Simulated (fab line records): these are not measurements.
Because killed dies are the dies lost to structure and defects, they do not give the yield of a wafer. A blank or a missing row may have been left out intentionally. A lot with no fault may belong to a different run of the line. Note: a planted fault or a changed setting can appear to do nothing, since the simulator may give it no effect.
fab line records	flow n5Finfet
record lots=7	wafers=21
route steps=1938 shown BEOL_M8@1368 BEOL_M9@1419 BEOL_M10@1512
startH: the number of hours between the record's first day and the start of the first shown wafer of the lot	waitH: time in hours since the lot's previous step	" unchanged from the row above	L1.1+2: a single row standing in for several wafers	- no value, or no start was given	* or withheld: withheld	< > ~ a bound
route shown NAME@n: names a module that has steps shown in the file, with the first one's number in the route	usual: mean/standard deviation taken from wafers without a fault	same: alike in all rows	chamber/n: place in a boat	sites: per-site readings	_std_site: standard deviation of those values	_edge_site: mean of outer sites minus mean of inner sites	radiusMm: for every site, how far away it sits from the centre of the wafer	mask NAME#n: copy n	behind: the tool/chamber that last shaped the wafer	hold: the reason the lot was held/the length of the hold in hours/how it ended	device: names the non-switching transistor (n, p or np)	end of line: tests run on the same wafers once the route is complete	where a step has no rows: the recipe by itself	killed: the dies lost at the first sort to structure and to defects; this is not the yield of the wafer	map: shows each die of a wafer: x if killed, . if not, _ if none is there
set.NAME: the run value of the setting; set.NAME@STEP: its run value at that earlier step	model.NAME: the simulator's own value behind a step, which no gauge read
lots whose settings were changed on purpose; a table a step, a row a wafer
## steps
# step N5_BEOL_M8_DESCUM_33
# recipe chemistry=O2	timeS=7	sourcePowerW=50	biasPowerW=20	pressureMtorr=20	rfFrequencyHz=2.712e+07	tempC=40	resist=CAR-EUV	o2FlowSccm=225
lot.wafer	tool	chamber	startH	waitH	set.timeS	model.CAR-EUV_of_BEOL_M8_COAT_22.thkNm
L076.1+5+6	rieDiel-01	3,1,2	206.86	0.0	7	26
L080.4+5	rieDiel-06	0,2	233.95	0.0	7	26
L080.6	"	3	"	"	6.527	26.2
L082.3	rieDiel-01	2	258.41	0.0	5.657	26.8
L082.4+6	"	1,2	"	"	7	26.2
L083.3+5	rieDiel-01	3,1	272.41	0.0	7	26.2
L083.4	"	1	"	"	6.032	26.6
L084.1+3+6	rieDiel-02	1,0,3	278.32	0.0	7	26
L085.1+3+6	rieDiel-01	2,3,2	299.04	0.0	7	26
L096.3	rieDiel-02	0	352.47	0.3	7	26
L096.5	"	3	"	"	8.065	25.4
L096.6	"	0	"	"	8.065	25.6
# step N5_BEOL_M8_ETCH_72
# recipe chemistry=N2/H2	target=underlayer	targetDepthA=65	maskMaterial=CAR-EUV	timeS=5.2	ionEnergyEv=200	pressureMtorr=30	sourceW=840	biasW=150	n2FlowSccm=200	h2FlowSccm=200	ends=cleared
lot.wafer	tool	chamber	startH	waitH	set.timeS@BEOL_M8_DESCUM_33	model.CAR-EUV_of_BEOL_M8_COAT_22.thkNm
L076.1+5+6	rieDiel-01	3,1,2	206.89	0.0	7	20.2
L080.4+5	rieDiel-06	0,2	233.98	0.0	7	20.4
L080.6	"	3	"	"	6.527	20.4
L082.3	rieDiel-01	2	258.44	0.0	5.657	21
L082.4+6	"	1,2	"	"	7	20.4
L083.3+5	rieDiel-01	3,1	272.44	0.0	7	20.4
L083.4	"	1	"	"	6.032	20.8
L084.1+3+6	rieDiel-02	1,0,3	278.36	0.0	7	20.4
L085.1+3+6	rieDiel-01	2,3,2	299.07	0.0	7	20.2
L096.3	rieDiel-02	0	352.50	0.0	7	20.4
L096.5	"	3	"	"	8.065	19.6
L096.6	"	0	"	"	8.065	19.8
# step N5_BEOL_M8_TRENCH_ETCH_37
# recipe chemistry=C4F6/O2	targetDepthA=934.78	target=SiCOH_lowk	timeS=31.2	ionEnergyEv=250	pressureMtorr=30	sourceW=345	biasW=185	Ar_flow_sccm=300	C4F6_flow_sccm=10	O2_flow_sccm=10
lot.wafer	tool	chamber	startH	waitH	set.timeS	model.etch.depthNm	model.BEOL_M8.featureDepthNm
L076.1	rieDiel-01	3	-	-	33.78	102.3	102.4
L076.5	"	1	"	"	31.2	91.57	91.6
L076.6	"	2	"	"	33.78	101.1	101
L080.4	rieDiel-06	0	-	-	25.51	78.09	78
L080.5	"	2	"	"	31.2	94.84	94.8
L080.6	"	3	"	"	31.2	92.77	92.8
L082.3	rieDiel-01	2	-	-	31.2	93.56	93.6
L082.4	"	1	"	"	26.79	80.9	80.8
L082.6	"	2	"	"	26.79	80.08	80
L083.3	rieDiel-01	3	-	-	34.57	104.7	104.6
L083.4	"	1	"	"	31.2	94.04	94
L083.5	"	1	"	"	34.57	105.4	105.4
L084.1	rieDiel-02	1	-	-	31.2	94.12	94.2
L084.3	"	0	"	"	37.7	113.9	113.8
L084.6	"	3	"	"	37.7	112.7	112.6
L085.1	rieDiel-01	2	-	-	31.2	93.83	93.8
L085.3	"	3	"	"	31.2	94.39	94.4
L085.6	"	2	"	"	31.2	94.74	94.8
L096.3	rieDiel-02	0	-	-	31.2	92.99	93
L096.5	"	3	"	"	27.54	82.12	82.2
L096.6	"	0	"	"	27.54	82.1	82
# step N5_BEOL_M8_ETCH_41
# recipe chemistry=CH3F/O2	target=SiCN	targetDepthA=319	taperDeg=2	timeS=57.8	ionEnergyEv=120	maskMaterial=TiN	pressureMtorr=30	sourceW=395	biasW=75	Ar_flow_sccm=150	CH3F_flow_sccm=30	O2_flow_sccm=20
# step N5_BEOL_M8_STRIP_80
# recipe chemistry=N2/H2	timeS=10	powerW=450	tempC=40	pressureMtorr=20	rfFrequencyHz=6e+07	biasPowerW=7	n2FlowSccm=200	h2FlowSccm=200
# step N5_BEOL_M8_OCD_MEAS_38
# usual trenchDepthNm=93.8/0.96
lot.wafer	tool	chamber	startH	waitH	set.timeS@BEOL_M8_TRENCH_ETCH_37	trenchDepthNm
L076.1	ocd-01	-	207.29	-	33.78	102.3
L076.5	"	-	"	"	31.2	91.3
L076.6	"	-	"	"	33.78	100.9
L080.4	ocd-02	-	234.38	-	25.51	77.3
L080.5	"	-	"	"	31.2	94.6
L080.6	"	-	"	"	31.2	92.9
L082.3	ocd-01	-	258.84	-	31.2	94.2
L082.4	"	-	"	"	26.79	81.1
L082.6	"	-	"	"	26.79	79.3
L083.3	ocd-01	-	272.84	-	34.57	105.1
L083.4	"	-	"	"	31.2	94.4
L083.5	"	-	"	"	34.57	105.4
L084.1	ocd-01	-	278.75	-	31.2	94.1
L084.3	"	-	"	"	37.7	113.6
L084.6	"	-	"	"	37.7	112.8
L085.1	ocd-02	-	299.47	-	31.2	93.8
L085.3	"	-	"	"	31.2	94.1
L085.6	"	-	"	"	31.2	94.6
L096.3	ocd-01	-	352.90	-	31.2	92.8
L096.5	"	-	"	"	27.54	82.2
L096.6	"	-	"	"	27.54	82.2
# step N5_BEOL_M8_HM_STRIP_39
# recipe chemistry=peroxideTinStrip	material=TiN	targetDepthA=250	tempC=50	timeS=158
# step N5_BEOL_M8_SRD_40
# recipe timeS=30	tempC=23	rinseLiquid=diw	dry=ipaMarangoni
# step N5_BEOL_M8_ECD_50
# recipe material=Cu	targetThkA=3000
# step N5_BEOL_M8_ANNEAL_51
# recipe tempC=225	timeS=90	ambient=N2
# step N5_BEOL_M8_CMP_52
# recipe stopOn=SiCOH_lowk	tOverpolishS=6.9	downForcePsi=1	platenRpm=50	clearingPlatenDownForcePsi=1.5	clearingPlatenRpm=50	postCmpClean=cuAlkaline	targetThkNm=80	clearingPlatenPadVelocityMS=0.99484	padVelocityMS=0.99484
lot.wafer	tool	chamber	startH	waitH	set.timeS@BEOL_M8_TRENCH_ETCH_37	model.Cu_of_BEOL_M8_ECD_50.thkNm
L076.1	cmp-04	1	209.54	0.3	33.78	89
L076.5	"	1	"	"	31.2	78.4
L076.6	"	2	"	"	33.78	87
L080.4	cmp-02	0	237.04	0.2	25.51	63.2
L080.6	"	2	"	"	31.2	79.4
L080.5	"	3	"	"	31.2	82
L082.3	cmp-01	0	261.27	0.4	31.2	77.8
L082.4	"	3	"	"	26.79	66.2
L082.6	"	0	"	"	26.79	65.4
L083.4	cmp-01	0	275.97	0.2	31.2	79.4
L083.3	"	1	"	"	34.57	91.6
L083.5	"	3	"	"	34.57	92.2
L084.1	cmp-04	1	281.65	0.7	31.2	79.6
L084.3	"	0	"	"	37.7	101.6
L084.6	"	1	"	"	37.7	98.4
L085.1	cmp-02	1	301.41	0.3	31.2	80.2
L085.3	"	2	"	"	31.2	79.6
L085.6	"	3	"	"	31.2	80
L096.3	cmp-04	2	355.90	0.2	31.2	80.4
L096.5+6	"	1,2	"	"	27.54	68.2
# step N5_BEOL_M8_THK_MEAS_53
# recipe thkMeasGauge=xrf	reads=Cu_of_BEOL_M8_ECD_50
# usual M8_THK=80.4/1.4
lot.wafer	tool	chamber	startH	waitH	set.timeS@BEOL_M8_TRENCH_ETCH_37	M8_THK[nm]
L076.1	filmMetro-01	-	209.83	-	33.78	89.0
L076.5	"	-	"	"	31.2	78.4
L076.6	"	-	"	"	33.78	87.3
L080.4	filmMetro-02	-	237.26	-	25.51	64.5
L080.5	"	-	"	"	31.2	83.5
L080.6	"	-	"	"	31.2	80.5
L082.3	filmMetro-02	-	261.56	-	31.2	78.6
L082.4	"	-	"	"	26.79	66.7
L082.6	"	-	"	"	26.79	65.5
L083.3	filmMetro-01	-	276.19	-	34.57	92.1
L083.4	"	-	"	"	31.2	80.1
L083.5	"	-	"	"	34.57	92.6
L084.1	filmMetro-01	-	281.94	-	31.2	79.6
L084.3	"	-	"	"	37.7	101.5
L084.6	"	-	"	"	37.7	98.4
L085.1	filmMetro-01	-	301.63	-	31.2	79.8
L085.3	"	-	"	"	31.2	79.4
L085.6	"	-	"	"	31.2	79.4
L096.3	filmMetro-02	-	356.15	-	31.2	80.7
L096.5	"	-	"	"	27.54	68.8
L096.6	"	-	"	"	27.54	68.5
# step N5_BEOL_M8_PRE_CLEAN_55
# recipe gas=NH3	timeS=15	tempC=withheld	rfPowerW=300
# step N5_BEOL_M8_DEP_56
# recipe material=SiCN	targetThkA=100	tempC=withheld	precursor=3MS/NH3	pressureTorr=3	rfW=202	timeS=17.5
# step N5_BEOL_M8_RS_MEAS_57
# recipe thkMeasGauge=four-point-probe	reads=Cu_of_BEOL_M8_ECD_50+Co_of_BEOL_M8_CVD_78+TaN_of_BEOL_M8_ALD_77
# usual M8_RS=0.286/0.0053
lot.wafer	tool	chamber	startH	waitH	set.timeS@BEOL_M8_TRENCH_ETCH_37	M8_RS[ohm/sq]
L076.1	filmMetro-02	-	209.99	0.1	33.78	0.253
L076.5	"	-	"	"	31.2	0.293
L076.6	"	-	"	"	33.78	0.259
L080.4	filmMetro-01	-	237.39	0.0	25.51	0.378
L080.5	"	-	"	"	31.2	0.278
L080.6	"	-	"	"	31.2	0.288
L082.3	filmMetro-02	-	261.69	0.1	31.2	0.294
L082.4	"	-	"	"	26.79	0.357
L082.6	"	-	"	"	26.79	0.363
L083.3	filmMetro-02	-	276.32	0.1	34.57	0.243
L083.4	"	-	"	"	31.2	0.287
L083.5	"	-	"	"	34.57	0.242
L084.1	filmMetro-01	-	282.07	0.1	31.2	0.288
L084.3	"	-	"	"	37.7	0.217
L084.6	"	-	"	"	37.7	0.225
L085.1	filmMetro-02	-	301.78	0.1	31.2	0.284
L085.3	"	-	"	"	31.2	0.287
L085.6	"	-	"	"	31.2	0.285
L096.3	filmMetro-02	-	356.32	0.1	31.2	0.284
L096.5	"	-	"	"	27.54	0.345
L096.6	"	-	"	"	27.54	0.345
# step N5_BEOL_M9_ETCH_62
# recipe chemistry=N2/H2	target=SOC	targetDepthA=1100	overetchA=220	maskMaterial=SiARC	tempC=40	timeS=165	ionEnergyEv=200	pressureMtorr=30	sourceW=840	biasW=150	n2FlowSccm=200	h2FlowSccm=200
# usual rfVppV=524.5/2
lot.wafer	tool	chamber	startH	waitH	set.sourceW	rfVppV
L076.1	rieDiel-03	2	214.00	0.0	947	503.5
L076.5	"	1	"	"	947	500.9
L076.6	"	2	"	"	840	522.4
L080.4	rieDiel-04	3	240.76	0.0	933.2	504.8
L080.5	"	0	"	"	933.2	509.3
L080.6	"	3	"	"	933.2	504.8
L082.3	rieDiel-04	0	263.26	0.0	840	527.3
L082.4	"	3	"	"	840	522.8
L082.6	"	0	"	"	840	528.6
L083.3	rieDiel-04	1	279.53	0.0	800.6	533.2
L083.4	"	3	"	"	840	523.8
L083.5	"	0	"	"	840	527.8
L084.1	rieDiel-05	3	284.45	0.0	926	510.7
L084.3	"	1	"	"	840	525.6
L084.6	"	2	"	"	926	510.1
L085.1	rieDiel-04	3	306.35	0.0	840	523.8
L085.3	"	0	"	"	840	527.3
L085.6	"	0	"	"	840	527.9
L096.3	rieDiel-04	0	359.33	0.0	840	527.0
L096.5	"	3	"	"	840	523.4
L096.6	"	1	"	"	840	523.3
# step N5_BEOL_M9_COAT_75
# recipe resist=underlayer	tempC=205	timeS=60	spinRpm=1500	resistThkNm=5
lot.wafer	tool	chamber	startH	waitH	set.spinRpm	model.underlayer_of_BEOL_M9_COAT_75.thkNm
L076.1+5	lithoTrack-05	0	-	-	1545	5
L076.6	"	0	"	"	1500	5
L080.4+5	lithoTrack-05	0	-	-	1500	5
L080.6	"	0	"	"	1597	4.8
L082.3	lithoTrack-04	0	-	-	1500	5
L082.4+6	"	0	"	"	1336	5.4
L083.3	lithoTrack-03	0	-	-	1650	4.8
L083.4+5	"	0	"	"	1500	5
L084.1	lithoTrack-03	0	-	-	1364	5.2
L084.3+6	"	0	"	"	1500	5
L085.1+3+6	lithoTrack-03	0	-	-	1500	5
L096.3	lithoTrack-04	0	-	-	1352	5.2
L096.5+6	"	0	"	"	1500	5
# step N5_BEOL_M9_COAT_22
# recipe resist=CAR-EUV	spinRpm=1500	resistThkNm=30
# step N5_BEOL_M9_EBR_24
# recipe solvent=PGMEA	ebrWidthMm=1.5
# step N5_BEOL_M9_DESCUM_33
# recipe chemistry=O2	timeS=7	sourcePowerW=50	biasPowerW=20	pressureMtorr=20	rfFrequencyHz=2.712e+07	tempC=40	resist=CAR-EUV	o2FlowSccm=225
# step N5_BEOL_M9_ETCH_76
# recipe chemistry=N2/H2	target=underlayer	targetDepthA=65	maskMaterial=CAR-EUV	timeS=5.2	ionEnergyEv=200	pressureMtorr=30	sourceW=840	biasW=150	n2FlowSccm=200	h2FlowSccm=200	ends=cleared
# usual etchRfOnTimeS=5.19/0.088
lot.wafer	tool	chamber	startH	waitH	set.spinRpm@BEOL_M9_COAT_75	etchRfOnTimeS	model.etch.depthNm
L076.1	rieDiel-05	2	215.06	0.0	1545	5.14	4.958
L076.5	"	2	"	"	1545	5.20	4.95
L076.6	"	1	"	"	1500	5.19	5.021
L080.4	rieDiel-05	2	241.77	0.0	1500	5.36	5.016
L080.5	"	0	"	"	1500	5.27	5.022
L080.6	"	1	"	"	1597	5.10	4.868
L082.3	rieDiel-04	0	265.97	0.0	1500	5.11	5.009
L082.4	"	2	"	"	1336	5.46	5.304
L082.6	"	1	"	"	1336	5.51	5.304
L083.3	rieDiel-04	0	280.49	0.0	1650	4.81	4.762
L083.4	"	3	"	"	1500	5.28	4.982
L083.5	"	0	"	"	1500	5.09	4.986
L084.1	rieDiel-05	1	286.78	0.0	1364	5.48	5.208
L084.3	"	0	"	"	1500	5.26	4.983
L084.6	"	1	"	"	1500	5.21	4.964
L085.1	rieDiel-05	3	307.33	0.0	1500	5.09	5.006
L085.3	"	2	"	"	1500	5.24	5.006
L085.6	"	1	"	"	1500	5.21	5.004
L096.3	rieDiel-05	3	362.72	0.0	1352	5.42	5.253
L096.5	"	3	"	"	1500	5.15	4.998
L096.6	"	1	"	"	1500	5.30	4.987
# step N5_BEOL_M10_TRENCH_ETCH_37
# recipe chemistry=C4F6/O2	targetDepthA=1488.3	target=SiCOH_lowk	timeS=48	ionEnergyEv=250	pressureMtorr=30	sourceW=345	biasW=185	Ar_flow_sccm=300	C4F6_flow_sccm=10	O2_flow_sccm=10
# usual rfVppV=665/4.3
lot.wafer	tool	chamber	startH	waitH	set.sourceW	rfVppV	model.etch.depthNm	model.BEOL_M10.featureDepthNm
L076.1	rieDiel-06	3	-	-	396.8	613	154	154
L076.5	"	1	"	"	396.8	619	154.2	154.2
L076.6	"	2	"	"	345	659	150.2	150.2
L080.4	rieDiel-01	2	-	-	385.1	630	155.1	155
L080.5	"	3	"	"	345	669	151.9	151.8
L080.6	"	0	"	"	345	665	151.3	151.2
L082.3	rieDiel-06	1	-	-	345	664	145.6	145.6
L082.4	"	3	"	"	284.8	737	137.7	137.6
L082.6	"	3	"	"	345	669	149.5	149.4
L083.3	rieDiel-01	3	-	-	345	669	149.5	149.6
L083.4	"	0	"	"	345	665	149.8	149.8
L083.5	"	0	"	"	363.1	648	153.1	153
L084.1	rieDiel-02	1	-	-	345	661	150.9	150.8
L084.3	"	0	"	"	345	671	150	150
L084.6	"	0	"	"	345	674	150.1	150
L085.1	rieDiel-06	2	-	-	345	656	151.2	151.2
L085.3	"	1	"	"	345	664	148.4	148.4
L085.6	"	3	"	"	345	668	151.5	151.6
L096.3	rieDiel-02	2	-	-	367.3	640	154.1	154
L096.5	"	2	"	"	345	663	150.5	150.6
L096.6	"	0	"	"	345	672	148.3	148.2
# step N5_BEOL_M10_ETCH_41
# recipe chemistry=CH3F/O2	target=SiCN	targetDepthA=426	taperDeg=2	timeS=86	ionEnergyEv=120	maskMaterial=TiN	pressureMtorr=30	sourceW=395	biasW=75	Ar_flow_sccm=150	CH3F_flow_sccm=30	O2_flow_sccm=20
# step N5_BEOL_M10_STRIP_77
# recipe chemistry=N2/H2	timeS=10	powerW=450	tempC=40	pressureMtorr=20	rfFrequencyHz=6e+07	biasPowerW=7	n2FlowSccm=200	h2FlowSccm=200
# step N5_BEOL_M10_OCD_MEAS_38
# usual trenchDepthNm=149.5/1.8
lot.wafer	tool	chamber	startH	waitH	set.sourceW@BEOL_M10_TRENCH_ETCH_37	trenchDepthNm
L076.1	ocd-01	-	221.54	-	396.8	154.2
L076.5	"	-	"	"	396.8	154.5
L076.6	"	-	"	"	345	150.4
L080.4	ocd-01	-	250.29	-	385.1	155.2
L080.5	"	-	"	"	345	151.7
L080.6	"	-	"	"	345	151.8
L082.3	ocd-02	-	278.48	-	345	145.4
L082.4	"	-	"	"	284.8	137.6
L082.6	"	-	"	"	345	148.8
L083.3	ocd-02	-	288.75	-	345	149.5
L083.4	"	-	"	"	345	149.8
L083.5	"	-	"	"	363.1	153.1
L084.1	ocd-02	-	299.38	-	345	150.8
L084.3	"	-	"	"	345	150.6
L084.6	"	-	"	"	345	150.0
L085.1	ocd-01	-	315.92	-	345	150.8
L085.3	"	-	"	"	345	148.7
L085.6	"	-	"	"	345	151.7
L096.3	ocd-01	-	374.71	-	367.3	154.2
L096.5	"	-	"	"	345	150.8
L096.6	"	-	"	"	345	148.4
# step N5_BEOL_M10_HM_STRIP_39
# recipe chemistry=peroxideTinStrip	material=TiN	targetDepthA=250	tempC=50	timeS=158
# step N5_BEOL_M10_SRD_40
# recipe timeS=30	tempC=23	rinseLiquid=diw	dry=ipaMarangoni
# step N5_BEOL_M10_ECD_50
# recipe material=Cu	targetThkA=3180
# step N5_BEOL_M10_ANNEAL_51
# recipe tempC=225	timeS=90	ambient=N2
# step N5_BEOL_M10_CMP_52
# recipe stopOn=SiCOH_lowk	tOverpolishS=7	downForcePsi=1	platenRpm=50	clearingPlatenDownForcePsi=1.5	clearingPlatenRpm=50	postCmpClean=cuAlkaline	targetThkNm=140	clearingPlatenPadVelocityMS=0.99484	padVelocityMS=0.99484
lot.wafer	tool	chamber	startH	waitH	set.sourceW@BEOL_M10_TRENCH_ETCH_37	model.Cu_of_BEOL_M10_ECD_50.thkNm
L076.1+5	cmp-02	2,0	224.25	0.3	396.8	144.4
L076.6	"	1	"	"	345	141
L080.4	cmp-02	2	253.56	0.8	385.1	146.2
L080.6	"	1	"	"	345	143
L080.5	"	2	"	"	345	142.6
L082.3	cmp-04	0	281.50	0.8	345	137.8
L082.4	"	1	"	"	284.8	127.8
L082.6	"	3	"	"	345	140
L083.4	cmp-03	2	291.12	0.1	345	142.2
L083.3	"	3	"	"	345	139.8
L083.5	"	3	"	"	363.1	144
L084.1	cmp-04	1	301.17	0.3	345	141.2
L084.3	"	0	"	"	345	140.4
L084.6	"	2	"	"	345	140.6
L085.1	cmp-04	2	317.81	0.3	345	142.6
L085.3	"	3	"	"	345	139.8
L085.6	"	1	"	"	345	142.4
L096.3	cmp-03	1	378.65	0.2	367.3	144.4
L096.5	"	0	"	"	345	140.4
L096.6	"	1	"	"	345	139
# step N5_BEOL_M10_PRE_CLEAN_55
# recipe gas=NH3	timeS=15	tempC=withheld	rfPowerW=300
# step N5_BEOL_M10_DEP_56
# recipe material=SiCN	targetThkA=150	tempC=withheld	precursor=3MS/NH3	pressureTorr=3	rfW=202	timeS=26.5
# step N5_BEOL_M10_RS_MEAS_57
# recipe thkMeasGauge=four-point-probe	reads=Cu_of_BEOL_M10_ECD_50+Co_of_BEOL_M10_CVD_75+TaN_of_BEOL_M10_ALD_74
# usual M10_RS=0.1506/0.0025
lot.wafer	tool	chamber	startH	waitH	set.sourceW@BEOL_M10_TRENCH_ETCH_37	M10_RS[ohm/sq]
L076.1	filmMetro-01	-	224.61	0.1	396.8	0.1457
L076.5	"	-	"	"	396.8	0.1457
L076.6	"	-	"	"	345	0.1495
L080.4	filmMetro-02	-	253.96	0.0	385.1	0.1432
L080.5	"	-	"	"	345	0.1476
L080.6	"	-	"	"	345	0.1470
L082.3	filmMetro-01	-	281.85	0.1	345	0.1536
L082.4	"	-	"	"	284.8	0.1666
L082.6	"	-	"	"	345	0.1507
L083.3	filmMetro-01	-	291.55	0.1	345	0.1509
L083.4	"	-	"	"	345	0.1484
L083.5	"	-	"	"	363.1	0.1461
L084.1	filmMetro-02	-	301.60	0.1	345	0.1489
L084.3	"	-	"	"	345	0.1501
L084.6	"	-	"	"	345	0.1499
L085.1	filmMetro-01	-	318.17	0.1	345	0.1479
L085.3	"	-	"	"	345	0.1508
L085.6	"	-	"	"	345	0.1480
L096.3	filmMetro-02	-	379.04	0.1	367.3	0.1454
L096.5	"	-	"	"	345	0.1499
L096.6	"	-	"	"	345	0.1514
## key
split step=N5_BEOL_M8_DESCUM_33	setting=timeS	stated=7	by=wafer
response step=N5_BEOL_M8_DESCUM_33	reading=model.CAR-EUV_of_BEOL_M8_COAT_22.thkNm	change=-0.0311	per=1%	r=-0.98
response step=N5_BEOL_M8_ETCH_72	reading=model.CAR-EUV_of_BEOL_M8_COAT_22.thkNm	change=-0.0331	per=1%	r=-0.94
split step=N5_BEOL_M8_TRENCH_ETCH_37	setting=timeS	stated=31.2	by=wafer
response step=N5_BEOL_M8_TRENCH_ETCH_37	reading=model.etch.depthNm	change=+0.931	per=1%	r=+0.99
response step=N5_BEOL_M8_TRENCH_ETCH_37	reading=model.BEOL_M8.featureDepthNm	change=+0.931	per=1%	r=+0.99
response step=N5_BEOL_M8_OCD_MEAS_38	reading=trenchDepthNm	change=+0.948	per=1%	r=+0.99
response step=N5_BEOL_M8_CMP_52	reading=model.Cu_of_BEOL_M8_ECD_50.thkNm	change=+0.986	per=1%	r=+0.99
response step=N5_BEOL_M8_THK_MEAS_53	reading=M8_THK	change=+0.987	per=1%	r=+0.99
response step=N5_BEOL_M8_RS_MEAS_57	reading=M8_RS	change=-0.00432	per=1%	r=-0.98
split step=N5_BEOL_M9_ETCH_62	setting=sourceW	stated=840	by=wafer
response step=N5_BEOL_M9_ETCH_62	reading=rfVppV	change=-1.55	per=1%	r=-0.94
split step=N5_BEOL_M9_COAT_75	setting=spinRpm	stated=1500	by=wafer
response step=N5_BEOL_M9_COAT_75	reading=model.underlayer_of_BEOL_M9_COAT_75.thkNm	change=-0.0255	per=1%	r=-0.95
response step=N5_BEOL_M9_ETCH_76	reading=etchRfOnTimeS	change=*	per=1%	r=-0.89
response step=N5_BEOL_M9_ETCH_76	reading=model.etch.depthNm	change=-0.0252	per=1%	r=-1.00
split step=N5_BEOL_M10_TRENCH_ETCH_37	setting=sourceW	stated=345	by=wafer
response step=N5_BEOL_M10_TRENCH_ETCH_37	reading=rfVppV	change=-3.51	per=1%	r=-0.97
response step=N5_BEOL_M10_TRENCH_ETCH_37	reading=model.etch.depthNm	change=+0.434	per=1%	r=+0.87
response step=N5_BEOL_M10_TRENCH_ETCH_37	reading=model.BEOL_M10.featureDepthNm	change=+0.434	per=1%	r=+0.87
response step=N5_BEOL_M10_OCD_MEAS_38	reading=trenchDepthNm	change=+0.427	per=1%	r=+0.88
response step=N5_BEOL_M10_CMP_52	reading=model.Cu_of_BEOL_M10_ECD_50.thkNm	change=+0.45	per=1%	r=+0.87
response step=N5_BEOL_M10_RS_MEAS_57	reading=M10_RS	change=-0.000558	per=1%	r=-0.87
